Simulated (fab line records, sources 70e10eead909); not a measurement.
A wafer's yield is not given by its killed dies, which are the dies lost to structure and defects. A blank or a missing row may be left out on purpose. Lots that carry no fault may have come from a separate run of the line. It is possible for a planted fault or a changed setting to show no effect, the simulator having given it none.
Matching of chambers | flow nand_harc | rie_diel-04 running NHARC_A_STAIRCASE_TRIM_187: 4 sister chambers
The step chemistry O2, time 211.2 s. 4 wafers are shown with their chamber, then 11 later ones without.

== WAFERS PAIRED WITH THEIR CHAMBERS ==
wafer  | chamber | drypump_motor_current_A (A)
L090.1 | 3       | 5.4
L090.3 | 1       | 5.5
L090.6 | 0       | 6.0
L090.2 | 2       | 5.1

== WAFERS WHOSE CHAMBER IS MISSING ==
wafer  | drypump_motor_current_A (A)
L090.4 | 6.0
L090.5 | 5.4
L093.1 | 5.4
L093.3 | 5.5
L093.6 | 5.2
L095.2 | 5.2
L095.3 | 5.5
L095.4 | 5.4
L097.3 | 5.2
L097.4 | 5.5
L097.5 | 5.1

== WHICH CHAMBER EACH ONE RAN IN ==
wafer  | from the rows above     | in truth
L090.4 | 0                       | 0
L090.5 | can't be placed: 3 or 1 | 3
L093.1 | can't be placed: 3 or 1 | 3
L093.3 | can't be placed: 1 or 3 | 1
L093.6 | can't be placed: 2 or 3 | 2
L095.2 | can't be placed: 2 or 3 | 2
L095.3 | can't be placed: 1 or 3 | 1
L095.4 | can't be placed: 3 or 1 | 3
L097.3 | can't be placed: 2 or 3 | 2
L097.4 | can't be placed: 1 or 3 | 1
L097.5 | 2                       | 2
Placed correctly: 2 of 11. Unplaceable from these rows: 9, with the true chamber sitting among the candidates in 9. Wrongly placed: 0.
How it was worked out, from the rows above alone: a wafer's distance from a chamber is the root of the sum, over the readings, of the square of ((its reading less the chamber's mean) divided by the reading's scatter). The wafer belongs to the nearest chamber; if the next one is less than 2 further off, it can't be placed. For every chamber, the mean is computed from those of its wafers that are shown. The scatter (one wafer shown for each chamber): square how far every hidden wafer sits from the nearest shown wafer, average those squares and take the square root.
